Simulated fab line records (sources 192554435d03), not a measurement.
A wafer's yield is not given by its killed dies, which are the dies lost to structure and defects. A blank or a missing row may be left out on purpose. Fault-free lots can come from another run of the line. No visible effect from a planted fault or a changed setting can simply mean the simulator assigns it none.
Comparing a struck lot with a sound one || flow n5-finfet || 27 out of 1938 route steps
Sound: these wafers, L361.2, L361.4, L361.5. Struck: wafers L368.2, L368.5 (left out: L368.3, a lot-mate that was not struck); the cause follows at the end.
For every step that has rows: the tool of each side, followed by ch and its chambers, followed by its first start. Under that, the readings that differ: sound wafers || struck wafers || difference of the means || sigmas: that difference in standard deviations of wafers without a fault.
alike: readings with means less than 2 such deviations apart, plus words and numbers identical on both sides. not compared: withheld readings, readings lacking a value on some wafer, bounds such as >300 that could conceal the same value, and numbers that have no deviation in the record and whose values overlap.
The two part at a step that has a row with sigmas, a row that says differs or no value, or rows on one side only. Numbers that don't overlap but have no deviation are shown without sigmas and don't part them. Lack of a reading on every wafer of one side parts them only where that side has two or more wafers.

N5_BEOL_M14_PRE_CLEAN_42: time 30 s.
  struck on pvd-sputter-01, day 15 00:43; sound on pvd-sputter-02, day 13 07:29
  alike: heater-power-w
N5_BEOL_M14_SPUTTER_43: material TaN, target thk 15 nm, time 24.19 s.
  struck on pvd-sputter-01, day 15 00:46; sound on pvd-sputter-02, day 13 07:31
  alike: cathode-dc-power-W, throttle-valve-pct
then, 1 step without rows for these wafers: N5_BEOL_M14_SPUTTER_44 (material Ta, target thk 15 nm, time 24.19 s).
N5_BEOL_M14_SPUTTER_45: material Cu, target thk 100 nm, time 16.67 s.
  struck on pvd-sputter-01, day 15 00:55; sound on pvd-sputter-02, day 13 07:41
  alike: cathode-dc-power-W, chuck-sensor-temp-C, throttle-valve-pct
then, 2 steps without rows for these wafers: N5_BEOL_M14_ECD_47 (material Cu, target thk 1248 nm); N5_BEOL_M14_ANNEAL_48 (time 90 s).
N5_BEOL_M14_CMP_49: polishes, stops on SiO2, t overpolish 5.2 s, target thk 560 nm.
  sound on cmp-04 ch 1,2,3, day 13 08:23; struck on cmp-04 ch 1,2, day 15 01:34
  alike: barrier-field-endpoint-s, clearing-platen-rpm, motor-current-A, overpolish-run-s, time-to-endpoint-s
N5_BEOL_M14_THK_MEAS_50: measures by xrf.
  struck on film-metro-02, day 15 01:49; sound on film-metro-02, day 13 08:38
{"reading": "M14_THK (nm)", "sound": "586 592 585", "struck": "572 543", "difference": -30, "sigmas": -2}
then, 1 step without rows for these wafers: N5_BEOL_M14_PRE_CLEAN_52 (time 15 s).
N5_BEOL_M14_DEP_53: deposits SiCN from 3MS/NH3, target thk 50 nm, time 17.8 s.
  sound on pecvd-01 ch 0,1,2, day 13 08:41; struck on pecvd-04 ch 1, day 15 01:53
{"reading": "throttle-valve-pct (%)", "sound": "16.4 17.6 16.9", "struck": "18.9 18.8", "difference": "+1.9", "sigmas": "+2"}
  alike: showerhead-plenum-p-Torr
  not compared: since-wet-clean-h
N5_BEOL_M14_RS_MEAS_54: uses a four-point probe to measure.
  struck on film-metro-02, day 15 01:57; sound on film-metro-01, day 13 08:46
  alike: M14_RS
N5_BEOL_M14_INSPECT_55: inspects for defects (darkfield).
  struck on defect-inspect-01, day 15 01:59; sound on defect-inspect-01, day 13 08:47
  alike: raw-defect-count
N5_BEOL_M15_ILD_DEP_00: deposits SiO2 from TEOS/O2, target thk 1629.3 nm, time 346.1 s.
  sound on pecvd-03 ch 1,2, day 13 08:49; struck on pecvd-03 ch 0, day 15 02:01
  alike: heater-power-w, showerhead-plenum-p-Torr, throttle-valve-pct
  not compared: since-wet-clean-h
N5_BEOL_M15_THK_MEAS_01:
  struck on film-metro-02, day 15 02:16; sound on film-metro-02, day 13 09:04
  alike: M15_ILD_THK
then, 8 steps without rows for these wafers: N5_BEOL_M15_COAT_58 (time 60 s, resist thk 89 nm); N5_BEOL_M15_COAT_04 (resist thk 800 nm); N5_BEOL_M15_EBR_06; N5_BEOL_M15_SOFTBAKE_05 (time 60 s); N5_BEOL_M15_EXPOSE_07 (exposes mask V14); N5_BEOL_M15_PEB_08 (peb time 90 s); N5_BEOL_M15_DEVELOP_09 (develop time 45 s); N5_BEOL_M15_HARDBAKE_14 (time 120 s).
N5_BEOL_M15_CD_MEAS_10: the cd target is 360 nm.
  sound on cd-sem-02 ch 0, day 13 09:23; struck on cd-sem-02 ch 0, day 15 02:34
  alike: cd-nm
N5_BEOL_M15_OVL_MEAS_11:
  sound on overlay-01 ch 0, day 13 09:25; struck on overlay-02 ch 0, day 15 02:36
  alike: V14_OVL
N5_BEOL_M15_INSPECT_12: inspects for defects (macro).
  struck on defect-inspect-01, day 15 02:37; sound on defect-inspect-01, day 13 09:26
{"reading": "raw-defect-count", "sound": "1 1 2", "struck": "249 290", "difference": "+268", "sigmas": "+99 or more"}
then, 1 step without rows for these wafers: N5_BEOL_M15_DESCUM_15 (chemistry O2, time 7.9 s).
N5_PASSIVATION_PROBE_49:
  record: rows for the struck wafers here (prober-01, day 15 21:49), none for the sound ones

## WHERE THEY PART
Last at N5_PASSIVATION_PROBE_49 as far as this record goes, first at N5_BEOL_M14_THK_MEAS_50.

WHY: the cause the simulator had injected
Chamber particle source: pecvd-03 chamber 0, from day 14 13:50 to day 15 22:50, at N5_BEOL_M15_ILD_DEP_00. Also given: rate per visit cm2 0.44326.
